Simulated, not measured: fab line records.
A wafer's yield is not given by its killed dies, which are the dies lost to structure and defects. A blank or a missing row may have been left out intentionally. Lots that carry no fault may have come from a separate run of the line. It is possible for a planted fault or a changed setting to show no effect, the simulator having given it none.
Which tool did it?    flow nand-harc    72 wafers from 24 lots sampled at 5 of the route's 1302 steps

== WHAT THE GAUGES SHOWED, per wafer ==
NHARC_A_CONTACT_INSPECT_44. Usual: raw-defect-count at 84, with a standard deviation of 38.
lot   measured      on                 raw-defect-count  flag
L074  day 21 18:19  defect-inspect-01  109 114 116       
L077  day 22 04:32  defect-inspect-02  106 123 114       
L075  day 22 04:41  defect-inspect-02  87 77 97          
L076  day 22 05:01  defect-inspect-02  46 54 49          
L078  day 23 01:37  defect-inspect-02  105 105 123       
L079  day 23 14:23  defect-inspect-01  49 65 55          
L080  day 24 08:55  defect-inspect-02  67 68 62          
L081  day 25 01:07  defect-inspect-01  29 17 23          
L082  day 25 10:53  defect-inspect-01  133 137 138       
L083  day 25 11:12  defect-inspect-01  77 88 78          
L084  day 25 20:43  defect-inspect-02  88 110 132        
L086  day 25 21:05  defect-inspect-01  86 79 80          
L085  day 26 07:10  defect-inspect-01  70 60 68          
L088  day 27 05:19  defect-inspect-02  47 54 56          
L089  day 27 09:36  defect-inspect-01  101 119 109       
L087  day 27 12:22  defect-inspect-01  82 74 75          
L091  day 28 15:59  defect-inspect-01  26 27 25          
L090  day 28 16:17  defect-inspect-02  142 146 141       
L092  day 29 09:11  defect-inspect-02  41 33 35          
L093  day 29 09:31  defect-inspect-01  148 145 140       
L094  day 30 02:01  defect-inspect-01  88 74 97          
L095  day 30 02:20  defect-inspect-02  58 59 55          
L097  day 31 05:35  defect-inspect-02  134 145 120       
L096  day 31 05:44  defect-inspect-02  46 37 46          

NHARC_A_CONTACT_CD_MEAS_69: target cd 300 nm. Usual: cd-nm at 300.0 nm, with a standard deviation of 0.49.
lot   measured      on         cd-nm (nm)         flag
L074  day 22 07:46  cd-sem-02  298.9 300.3 299.8  
L077  day 22 14:52  cd-sem-01  300.4 300.0 300.0  
L075  day 22 16:16  cd-sem-02  299.9 300.2 301.0  
L076  day 22 19:22  cd-sem-02  300.3 300.3 300.1  
L078  day 23 13:02  cd-sem-03  300.2 299.0 300.0  
L079  day 24 04:31  cd-sem-01  300.5 300.6 300.8  
L080  day 24 19:01  cd-sem-02  300.2 300.0 299.6  
L081  day 25 14:59  cd-sem-02  299.1 299.8 299.7  
L082  day 25 23:14  cd-sem-01  300.1 300.2 299.8  
L083  day 26 00:05  cd-sem-02  299.9 300.6 300.1  
L084  day 26 09:06  cd-sem-03  300.0 299.7 301.0  
L086  day 26 10:25  cd-sem-03  300.5 300.6 300.3  
L085  day 26 17:37  cd-sem-02  299.8 300.0 300.3  
L088  day 27 15:18  cd-sem-02  299.9 299.3 300.3  
L089  day 27 19:44  cd-sem-01  299.8 299.8 300.1  
L087  day 27 22:29  cd-sem-03  299.5 300.1 299.9  
L091  day 29 02:18  cd-sem-02  299.5 300.4 300.4  
L090  day 29 03:01  cd-sem-02  300.6 300.5 300.0  
L092  day 29 21:32  cd-sem-03  300.2 300.1 300.2  
L093  day 29 22:00  cd-sem-01  299.8 300.6 299.5  
L094  day 30 13:45  cd-sem-02  299.6 299.6 299.9  
L095  day 30 12:38  cd-sem-02  299.8 299.8 299.5  
L097  day 31 18:32  cd-sem-01  299.7 299.7 300.0  
L096  day 31 20:07  cd-sem-03  300.3 300.8 300.3  

== WHAT TOOL EACH LOT RAN ON (gives the tool, then ch and the chambers of the sampled wafers, and finally the start) ==
lot   NHARC_A_CONTACT_ETCH_112              NHARC_A_CONTACT_ETCH_118              NHARC_A_CONTACT_ETCH_119
L074  har-cap-etch-03 ch 0,1, day 21 20:45  har-cap-etch-03 ch 0,1, day 21 21:46  har-cap-etch-03 ch 0,1, day 21 21:56
L077  har-cap-etch-02 ch 1, day 22 06:38    har-cap-etch-02 ch 1, day 22 07:40    har-cap-etch-02 ch 1, day 22 07:50
L075  har-cap-etch-03 ch 0,1, day 22 06:47  har-cap-etch-03 ch 0,1, day 22 07:48  har-cap-etch-03 ch 0,1, day 22 07:58
L076  har-cap-etch-02 ch 0,1, day 22 09:14  har-cap-etch-02 ch 0,1, day 22 10:16  har-cap-etch-02 ch 0,1, day 22 10:26
L078  har-cap-etch-01 ch 0,1, day 23 04:49  har-cap-etch-01 ch 0,1, day 23 05:51  har-cap-etch-01 ch 0,1, day 23 06:01
L079  har-cap-etch-01 ch 0,1, day 23 16:31  har-cap-etch-01 ch 0,1, day 23 17:32  har-cap-etch-01 ch 0,1, day 23 17:42
L080  har-cap-etch-01 ch 0,1, day 24 10:59  har-cap-etch-01 ch 0,1, day 24 12:01  har-cap-etch-01 ch 0,1, day 24 12:11
L081  har-cap-etch-01 ch 0,1, day 25 03:40  har-cap-etch-01 ch 0,1, day 25 04:42  har-cap-etch-01 ch 0,1, day 25 04:52
L082  har-cap-etch-03 ch 0,1, day 25 12:59  har-cap-etch-03 ch 0,1, day 25 14:01  har-cap-etch-03 ch 0,1, day 25 14:11
L083  har-cap-etch-02 ch 0,1, day 25 13:18  har-cap-etch-02 ch 0,1, day 25 14:20  har-cap-etch-02 ch 0,1, day 25 14:30
L084  har-cap-etch-03 ch 0,1, day 25 23:04  har-cap-etch-03 ch 0,1, day 26 00:26  har-cap-etch-03 ch 0,1, day 26 00:39
L086  har-cap-etch-02 ch 0,1, day 25 23:58  har-cap-etch-02 ch 0,1, day 26 01:20  har-cap-etch-02 ch 0,1, day 26 01:33
L085  har-cap-etch-02 ch 0,1, day 26 09:18  har-cap-etch-02 ch 0,1, day 26 10:29  har-cap-etch-02 ch 0,1, day 26 10:40
L088  har-cap-etch-01 ch 0,1, day 27 07:31  har-cap-etch-01 ch 0,1, day 27 08:32  har-cap-etch-01 ch 0,1, day 27 08:42
L089  har-cap-etch-02 ch 0,1, day 27 11:46  har-cap-etch-02 ch 0,1, day 27 12:47  har-cap-etch-02 ch 0,1, day 27 12:58
L087  har-cap-etch-03 ch 0,1, day 27 14:29  har-cap-etch-03 ch 0,1, day 27 15:30  har-cap-etch-03 ch 0,1, day 27 15:40
L091  har-cap-etch-03 ch 0, day 28 18:05    har-cap-etch-03 ch 0, day 28 19:07    har-cap-etch-03 ch 0, day 28 19:17
L090  har-cap-etch-02 ch 0,1, day 28 18:24  har-cap-etch-02 ch 0,1, day 28 19:26  har-cap-etch-02 ch 0,1, day 28 19:36
L092  har-cap-etch-02 ch 0,1, day 29 11:24  har-cap-etch-02 ch 0,1, day 29 12:28  har-cap-etch-02 ch 0,1, day 29 12:38
L093  har-cap-etch-01 ch 0,1, day 29 11:38  har-cap-etch-01 ch 0,1, day 29 12:39  har-cap-etch-01 ch 0,1, day 29 12:49
L094  har-cap-etch-03 ch 0,1, day 30 04:06  har-cap-etch-03 ch 0,1, day 30 05:07  har-cap-etch-03 ch 0,1, day 30 05:17
L095  har-cap-etch-02 ch 0, day 30 04:39    har-cap-etch-02 ch 0, day 30 05:41    har-cap-etch-02 ch 0, day 30 05:51
L097  har-cap-etch-01 ch 1, day 31 08:23    har-cap-etch-01 ch 1, day 31 09:45    har-cap-etch-01 ch 1, day 31 09:55
L096  har-cap-etch-03 ch 0, day 31 09:09    har-cap-etch-03 ch 0, day 31 10:11    har-cap-etch-03 ch 0, day 31 10:21
- NHARC_A_CONTACT_ETCH_112: etches the open film in C4F8/O2/Ar, time 190 s, target depth 1850 nm.
- NHARC_A_CONTACT_ETCH_118: etches the open film in C4F8/O2/Ar, time 190 s, target depth 1850 nm.
- NHARC_A_CONTACT_ETCH_119: etches the open film in C4F8/O2/Ar, time 190 s, target depth 1850 nm.

== WHAT THE TOOLS THEMSELVES READ (means of the sampled wafers that have a number; where no wafer has one, the mark that the record gives instead) ==
The record holds no such reading with a usual standard deviation.

== THE ANSWER, worked out from the rows above alone ==
Rule: take the mean of a lot's wafers that have a number; if it is more than 3 standard deviations from the usual mean, the lot is off. A lot without any number at a reading at which 4 lots or more have one is off too. Any other lot the step has rows for is counted as sound. The gauges are gone through in route order, then the tools' own readings, and for those a lot's mean is taken as printed above. At the first step where some lot is off, the reading lying furthest off is the one used; lots without a number count as furthest.
No lot is off at any reading shown: from this, nothing can be told.

== WHAT HAD BEEN PUT IN BY THE SIMULATOR ==
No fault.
